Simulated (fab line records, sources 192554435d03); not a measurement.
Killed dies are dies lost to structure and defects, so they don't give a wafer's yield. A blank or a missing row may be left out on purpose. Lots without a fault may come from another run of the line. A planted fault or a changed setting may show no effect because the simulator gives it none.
Problem report in the 8D (eight disciplines) form, filled by code | flow n5_finfet | the parts of the form that need people (team, actions taken, sign-off) are left out

1. THE PROBLEM
etch_rf_on_time_s at N5_FIN_SAQP_ETCH_57 reads a mean of 60.1 s on 3 wafers of 2 lots; wafers without a fault read 46.3 s with a standard deviation of 0.86. That is +16 standard deviations from the usual mean.
The step: etches SiNx in CH3F/O2, target depth 32.5 nm, time 46.4 s.
First seen on wafer L129.2, day 6 21:59, on rie_diel-03. The record holds 24 wafers of 8 lots with a number at this step. Rule for "out", or "out of limits": more than 4 standard deviations from the usual mean. The other wafers with a number count as sound.

2. WHAT IT IS AND WHAT IT IS NOT
question                    | is                       | is not
which readings at this step | etch_rf_on_time_s        | oes_product_au, rf_fwd_power_W, showerhead_plenum_p_Torr, throttle_valve_pct
which lots                  | L129, L131               | L110, L112, L116, L119, L120, L122
which wafers of those lots  | L129.2, L131.2, L131.4   | L129.1, L129.5, L131.6
read on which tools         | rie_diel-03, rie_diel-04 | rie_diel-01
when                        | from day 6 21:59         | up to then (20 sound wafers); but 1 sound wafer of L131 came after

3. SUSPECTS, AND WHAT RULES EACH OUT
Counting: a tool at a process step up to the reading stays a suspect if it ran every lot that is out. Sound lots after the first of them don't rule it out here, since some wafers of a struck lot are sound.
- pecvd-01 at N5_FIN_SAQP_PECVD_48 (deposits SiNx from SiH4/NH3/N2, target thk 25 nm, time 22.1 s): kept. It ran every lot that is out, first L129 (day 6 19:20); its last sound lot up to then is L122 (day 4 21:54).
Left after counting: pecvd-01 at N5_FIN_SAQP_PECVD_48.

4. THE CAUSE (what the simulator had put in)
Process parameter drift: pecvd-01, from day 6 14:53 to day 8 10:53, at N5_FIN_SAQP_PECVD_48. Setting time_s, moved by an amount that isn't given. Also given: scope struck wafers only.
Counting left only this tool.

5. THE CHAIN OF EFFECTS, in route order
Each row: a reading whose mean over the struck wafers that have a number lies more than 3 standard deviations from the usual. Only readings for which the record gives a usual standard deviation are gone through. hours: the time from each lot's start at the first step in this table that gives one to its start at this step, as a median over the lots. sigmas: the change in usual standard deviations.
hours | step                | reading           | usual  | on struck wafers | change | sigmas
0     | N5_FIN_SAQP_ETCH_57 | etch_rf_on_time_s | 46.3 s | 60.1             | +13.8  | +16
The process steps in it:
- N5_FIN_SAQP_ETCH_57: etches SiNx in CH3F/O2, target depth 32.5 nm, time 46.4 s.
Later measuring or inspecting steps at which every struck wafer that the step has a row for has a number for every such reading, and none has moved that far: N5_BEOL_M4_RC_MEAS_101.

6. WHAT WOULD HAVE CAUGHT IT SOONER
In this record the first reading out of limits was taken at day 6 21:59, 7 hours after the fault began at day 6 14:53.
Of the tool readings at N5_FIN_SAQP_PECVD_48 for which the record gives a usual standard deviation, none was out on any struck wafer, so an alarm limit of 4 standard deviations on them would not have fired.
Of the lots that are out (2), L131 began N5_FIN_SAQP_PECVD_48 on pecvd-01 after day 6 21:59. A hold on the tool at that time would have spared it.
